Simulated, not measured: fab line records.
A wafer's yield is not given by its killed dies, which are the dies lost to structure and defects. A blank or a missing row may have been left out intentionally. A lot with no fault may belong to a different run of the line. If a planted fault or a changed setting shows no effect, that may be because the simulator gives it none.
Comparing a struck lot with a sound one || flow n5 finfet || 18 out of 1938 route steps
Sound: these wafers, L547.2, L547.3, L547.4. Struck: wafers L562.1, L562.3, L562.4. The cause is given at the end.
Order at every step that has rows: each side's tool, ch and its chambers, its first start. Under that, the readings that differ: sound wafers || struck wafers || difference of the means || sigmas: that difference in standard deviations of wafers without a fault.
alike: a reading whose means differ by less than 2 such deviations, as well as words and numbers matching on both sides. not compared: withheld readings; readings where some wafer has no value; bounds like >300 that might hide an equal value; numbers whose values overlap and for which the record gives no deviation.
A row with sigmas, a row that says differs or no value, or rows on one side alone: a step with any of these is where the two part. Non-overlapping numbers with no deviation appear without sigmas and do not part them. A reading that every wafer of one side lacks parts them only if that side has two wafers or more.

first, 3 steps without rows for these wafers: N5_HKMG_FIN_WET_ETCH_65 (etches a-Si in TMAH, stops on TiN, time 49 s, target depth 3 nm); N5_HKMG_FIN_WET_ETCH_81 (etches TiN in SC1, stops on HfO2, time 57 s, target depth 6 nm); N5_HKMG_FIN_WET_ETCH_82 (etches La2O3 in dHCl, stops on HfO2, target depth 2 nm, rinse time 30 s).
N5_HKMG_FIN_ALD_36: deposits TiN, target thk 1 nm, pulse time 1 s, purge time 3 s.
  sound on ald metal-03 ch 0,1,2, day 5 09:34; struck on ald metal-03 ch 0,2,3, day 9 01:19
  alike: heater power w, precursor pulse height rel
N5_HKMG_FIN_THK_MEAS_70: measures by xrf.
  struck on film metro-01, day 9 01:36; sound on film metro-01, day 5 09:50
  alike: HK_THK
N5_HKMG_FIN_PWFM_ALD_03: deposits TiN, target thk 2 nm, pulse time 1 s, purge time 3 s.
  sound on ald metal-03 ch 1,2,3, day 5 09:52; struck on ald metal-04 ch 0,1,2, day 9 01:38
  alike: heater power w, precursor pulse height rel
then, 6 steps without rows for these wafers: N5_HKMG_FIN_COAT_29 (time 60 s, resist thk 300 nm); N5_HKMG_FIN_COAT_30 (time 60 s, resist thk 35 nm); N5_HKMG_FIN_COAT_06 (resist thk 90 nm); N5_HKMG_FIN_EBR_08; N5_HKMG_FIN_SOFTBAKE_07 (time 60 s); N5_HKMG_FIN_EXPOSE_09 (exposes mask NWFM).
N5_HKMG_FIN_PEB_10: peb time 60 s.
  sound on litho track-04 ch 0, day 5 10:39; struck on litho track-01 ch 0, day 9 02:17
then, 1 step without rows for these wafers: N5_HKMG_FIN_DEVELOP_11 (develop time 30 s).
N5_HKMG_FIN_CD_MEAS_12: the cd target is 92.8 nm.
  sound on cd sem-02 ch 0, day 5 10:43; struck on cd sem-03 ch 0, day 9 02:21
{"reading": "cd nm (nm)", "sound": "93.4 93.1 92.9", "struck": "90.1 89.9 89.2", "difference": -3.4, "sigmas": -5}
N5_HKMG_FIN_OVL_MEAS_13:
  sound on overlay-02 ch 0, day 5 10:44; struck on overlay-01 ch 0, day 9 02:23
  alike: NWFM_OVL
-- the record jumps here: 4 days lie between the struck wafers' starts before and after (it left off in module HKMG_FIN and takes up again in module BEOL_M4, whose first step shown is number 1111 of the route) --
N5_BEOL_M4_RC_MEAS_101:
  sound on prober-02 ch 0, day 9 13:31; struck on prober-02 ch 0, day 13 10:40
{"reading": "DIBL_N (mV/V)", "sound": "33.6 34.8 34.2", "struck": "38.1 37.6 38.3", "difference": "+3.8", "sigmas": "+3"}
  alike: DIBL_P, IOFF_N, IOFF_P, ION_N, ION_P, SS_N, SS_P, VT_N, VT_P
N5_PASSIVATION_PROBE_49:
  the record has rows for the sound wafers here (prober-01, day 13 19:50) and none for the struck ones

== WHERE THEY PART ==
Earliest at N5_HKMG_FIN_CD_MEAS_12; latest, in this record, at N5_PASSIVATION_PROBE_49.

WHY: the cause the simulator had injected
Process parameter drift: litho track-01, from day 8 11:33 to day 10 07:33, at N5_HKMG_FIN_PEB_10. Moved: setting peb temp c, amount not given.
